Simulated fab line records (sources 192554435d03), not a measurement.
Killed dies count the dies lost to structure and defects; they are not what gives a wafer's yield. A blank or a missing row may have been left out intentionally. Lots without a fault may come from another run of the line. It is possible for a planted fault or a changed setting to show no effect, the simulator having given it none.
Chamber matching | flow n5 finfet | N5_BEOL_M15_ILD_DEP_00 on pecvd-03: 3 sister chambers
The step deposits SiO2 from TEOS/O2, target thk 1629.3 nm, time 346.1 s. 3 wafers are shown with their chamber, then 11 later ones without.

== EACH WAFER AND ITS CHAMBER ==
wafer  | chamber | throttle valve pct (%)
L089.1 | 0       | 20.2
L089.3 | 1       | 19.2
L088.1 | 2       | 18.5

== WAFERS WHOSE CHAMBER IS MISSING ==
wafer  | throttle valve pct (%)
L088.5 | 20.3
L088.6 | 18.7
L091.2 | 19.0
L091.5 | 18.9
L091.6 | 18.9
L094.3 | 18.9
L094.4 | 20.2
L094.6 | 19.2
L096.4 | 18.6
L096.5 | 20.3
L096.6 | 18.7

== WHICH CHAMBER EACH ONE RAN IN ==
wafer  | from the rows above     | in truth
L088.5 | 0                       | 0
L088.6 | can't be placed: 2 or 1 | 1
L091.2 | can't be placed: 1 or 2 | 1
L091.5 | can't be placed: 1 or 2 | 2
L091.6 | can't be placed: 1 or 2 | 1
L094.3 | can't be placed: 1 or 2 | 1
L094.4 | 0                       | 0
L094.6 | 1                       | 1
L096.4 | 2                       | 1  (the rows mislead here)
L096.5 | 0                       | 0
L096.6 | can't be placed: 2 or 1 | 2
Placed correctly: 4 of 11. Can't be placed from these rows: 6 (the true chamber is among the candidates in 6). Placed wrongly: 1.
How it was worked out, from the rows above alone: a wafer's distance from a chamber is the root of the sum, over the readings, of the square of ((its reading less the chamber's mean) divided by the reading's scatter). The wafer belongs to the nearest chamber; if the next one is less than 2 further off, it can't be placed. Each chamber's mean is taken over the wafers shown for it. The scatter (one wafer shown for each chamber): square how far every hidden wafer sits from the nearest shown wafer, average those squares and take the square root.
